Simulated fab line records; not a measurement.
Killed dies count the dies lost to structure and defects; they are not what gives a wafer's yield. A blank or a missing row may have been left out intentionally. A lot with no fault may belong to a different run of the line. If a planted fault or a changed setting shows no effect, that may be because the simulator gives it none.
Which tool was responsible?	flow n5Finfet	11 lots, 31 wafers sampled, at 1 step of a route of 1938

WHAT THE GAUGES READ, wafer by wafer
N5_BEOL_M15_OVL_MEAS_11.
lot	measured	on	V14_OVL (nm)
L185	day 12 18:41	overlay-01	-10 -4 -8
L189	day 13 04:23	overlay-02	-7 -10 -1
L187	day 13 09:07	overlay-01	-4 2 -1
L191	day 13 09:59	overlay-02	-8 -11
L188	day 13 11:32	overlay-02	3 5 -3
L194	day 15 06:23	overlay-02	-4 4 2
L202	day 16 09:49	overlay-01	0 5 3
L201	day 16 14:44	overlay-02	-7 -7 -1
L203	day 17 09:16	overlay-01	3 -1 -4
L205	day 17 18:15	overlay-01	12 4 6
L204	day 18 17:44	overlay-01	3 9

EACH LOT AND THE TOOL THAT RAN IT (in order: tool; ch and the chambers of the sampled wafers; start)
Record: no process step prior to these readings.

THE ANSWER, worked out from the rows above alone
Rule: what is usual is taken from the lots themselves. Put in order of their means at a reading, lots are off if they are a third of the lots or fewer, leave a main group of 4 or more, and stand apart from it by a gap of 3 or more times the standard deviation of the main group's means; of several such gaps the widest counts. The tables above print the reading to a certain number of digits; a main group whose means all agree to those digits is not used. Also off: a lot with no number at a reading for which 4 or more lots have one. All remaining lots with rows at the step are treated as sound.
No lot is off at any reading shown: from this, nothing can be told.

WHAT HAD BEEN PUT IN BY THE SIMULATOR
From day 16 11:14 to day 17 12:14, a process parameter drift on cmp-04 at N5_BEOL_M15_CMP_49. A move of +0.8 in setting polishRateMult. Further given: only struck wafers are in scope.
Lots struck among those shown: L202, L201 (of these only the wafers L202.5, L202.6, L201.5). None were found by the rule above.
